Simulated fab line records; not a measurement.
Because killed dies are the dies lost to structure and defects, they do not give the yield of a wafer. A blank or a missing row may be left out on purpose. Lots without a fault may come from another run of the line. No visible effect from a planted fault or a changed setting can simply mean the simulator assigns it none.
A lot that was struck, set against a sound lot -- flow nand harc -- 15 steps out of a route of 1159
Sound: wafers L233.1, L233.3, L233.5. Wafers L236.1, L236.4, L236.5 were the ones struck. The cause is given at the end.
At each step with rows: each side's tool, then ch and its chambers, then its first start. Under that, the readings that differ: sound wafers -- struck wafers -- difference of the means -- sigmas: that difference in standard deviations of wafers without a fault.
alike: words and numbers the same on both sides, and readings whose means are apart by under 2 such deviations; not compared: readings that were withheld, readings missing a value for some wafer, numbers with overlapping values and no deviation given by the record, and bounds like >300 which may hide the same value.
A row with sigmas, a row that says differs or no value, or rows on one side alone: a step with any of these is where the two part. Numbers that have no deviation but don't overlap get no sigmas and don't part them. Lack of a reading on every wafer of one side parts them only where that side has two or more wafers.

first, 8 steps without rows for these wafers: NHARC_P_CONTACT_COAT_33 (time 75 s); NHARC_P_CONTACT_COAT_34 (time 65 s); NHARC_P_CONTACT_COAT_06 (resist thk 90 nm); NHARC_P_CONTACT_SOFTBAKE_07 (time 55 s); NHARC_P_CONTACT_EBR_08; NHARC_P_CONTACT_EXPOSE_09 (exposes mask P CA, target cd 90 nm); NHARC_P_CONTACT_PEB_10 (peb time 65 s); NHARC_P_CONTACT_DEVELOP_11 (develop time 35 s).
NHARC_P_CONTACT_CD_MEAS_12 targets a cd of 90 nm.
  sound on cd sem-03 ch 0, day 8 23:59; struck on cd sem-03 ch 0, day 9 11:53
  alike: cd nm
NHARC_P_CONTACT_OVL_MEAS_13:
  struck on overlay-01, day 9 11:59; sound on overlay-01, day 9 00:05
reading,sound,struck,difference,sigmas
overlay y nm (nm),1.5 1.3 1.4,-1.5 -1.1 -1.4,-2.7,-4
  alike: overlay x nm
NHARC_P_CONTACT_INSPECT_14:
  struck on defect inspect-02, day 9 12:01; sound on defect inspect-01, day 9 00:07
  alike: raw defect count
NHARC_P_CONTACT_DESCUM_17: chemistry O2, time 3 s.
  sound on rie diel-06 ch 0,3, day 9 00:11; struck on rie diel-08 ch 0,1,2, day 9 12:05
  alike: drypump motor current A, oes product au, rf vpp V, showerhead plenum p Torr, throttle valve pct
  not compared: rf hours counter h
NHARC_P_CONTACT_ETCH_35: etches the open film in CF4, target depth 39 nm, time 65 s.
  sound on rie diel-06 ch 0,2,3, day 9 00:17; struck on rie diel-08 ch 1,2,3, day 9 12:10
  no value came back on the struck wafers for any of 7 readings (bias w (W), cf4 flow sccm (sccm) and others); on the sound wafers bias w (W) reads 100.2 100.0 99.8
  not compared: rf hours counter h
NHARC_P_CONTACT_ETCH_36: etches the open film in N2/H2, target depth 260 nm, time 406.25 s.
  sound on rie diel-06 ch 0,2; struck on rie diel-08 ch 0,1,2, day 9 12:19
  alike: bias w, chamber pressure mTorr, drypump motor current A, oes product au, rf vpp V, showerhead plenum p Torr, throttle valve pct
  not compared: rf hours counter h
-- break in the record here, with 16 days between the starts of the struck wafers on either side (left off in module P_CONTACT, picked up again in module END, where the first step shown is number 1159 on the route) --
NHARC_END_SORT_01:
  sound on prober-01 ch 0, day 25 20:49; struck on prober-02 ch 0, day 25 22:25
reading,sound,struck,difference,sigmas
killed at periphery,3,662 647 654,+651,+99 or more
killed dies,28,677 677 677,+649,+59
  alike: killed at array, killed at other, killed open, killed short

WHERE THEY PART
At NHARC_P_CONTACT_OVL_MEAS_13 first; at NHARC_END_SORT_01 last (within this record only).

WHY: what had been put in by the simulator
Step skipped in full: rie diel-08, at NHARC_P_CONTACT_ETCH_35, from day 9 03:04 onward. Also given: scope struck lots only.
